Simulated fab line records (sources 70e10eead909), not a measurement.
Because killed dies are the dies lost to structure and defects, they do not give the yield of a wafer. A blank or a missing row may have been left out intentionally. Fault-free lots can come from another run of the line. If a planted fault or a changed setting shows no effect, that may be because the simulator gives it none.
Matching of chambers / flow nand harc / NHARC_P_M0_STRIP_18 on rie diel-03: 4 sister chambers
The step strips in N2/H2. 8 wafers are shown with their chamber, then 8 later ones without.

WAFERS, EACH WITH ITS CHAMBER
wafer=L688.1; chamber=2; showerhead plenum p Torr (Torr)=1.96; drypump motor current A (A)=5.8
wafer=L688.4; chamber=0; showerhead plenum p Torr (Torr)=1.92; drypump motor current A (A)=5.8
wafer=L693.2; chamber=0; showerhead plenum p Torr (Torr)=1.92; drypump motor current A (A)=5.8
wafer=L694.1; chamber=3; showerhead plenum p Torr (Torr)=2.18; drypump motor current A (A)=5.2
wafer=L695.1; chamber=1; showerhead plenum p Torr (Torr)=1.99; drypump motor current A (A)=5.1
wafer=L695.3; chamber=3; showerhead plenum p Torr (Torr)=2.18; drypump motor current A (A)=5.3
wafer=L695.4; chamber=2; showerhead plenum p Torr (Torr)=1.95; drypump motor current A (A)=5.9
wafer=L700.2; chamber=1; showerhead plenum p Torr (Torr)=1.98; drypump motor current A (A)=5.1

WAFERS WITH NO CHAMBER GIVEN
wafer=L700.3; showerhead plenum p Torr (Torr)=1.92; drypump motor current A (A)=5.8
wafer=L700.5; showerhead plenum p Torr (Torr)=1.98; drypump motor current A (A)=5.1
wafer=L702.2; showerhead plenum p Torr (Torr)=1.98; drypump motor current A (A)=5.1
wafer=L702.4; showerhead plenum p Torr (Torr)=2.18; drypump motor current A (A)=5.2
wafer=L702.5; showerhead plenum p Torr (Torr)=1.95; drypump motor current A (A)=5.8
wafer=L704.3; showerhead plenum p Torr (Torr)=2.18; drypump motor current A (A)=5.3
wafer=L704.4; showerhead plenum p Torr (Torr)=1.92; drypump motor current A (A)=5.8
wafer=L704.6; showerhead plenum p Torr (Torr)=1.95; drypump motor current A (A)=5.8

CHAMBER TAKEN BY EACH
wafer=L700.3; from the rows above=0; in truth=0
wafer=L700.5; from the rows above=1; in truth=1
wafer=L702.2; from the rows above=1; in truth=1
wafer=L702.4; from the rows above=3; in truth=3
wafer=L702.5; from the rows above=2; in truth=2
wafer=L704.3; from the rows above=3; in truth=3
wafer=L704.4; from the rows above=0; in truth=0
wafer=L704.6; from the rows above=2; in truth=2
Placed correctly: 8 of 8. Number that these rows cannot place: 0. Wrongly placed: 0.
How it was worked out, from the rows above alone: a wafer's distance from a chamber is the root of the sum, over the readings, of the square of ((its reading less the chamber's mean) divided by the reading's scatter). If the next closest chamber is less than 2 further off than the closest, the wafer can't be placed; otherwise it belongs to the closest. For every chamber, the mean is computed from those of its wafers that are shown. The scatter: the root of (the sum of the squares of (reading less its chamber's mean) over the shown wafers, divided by (wafers less chambers)).
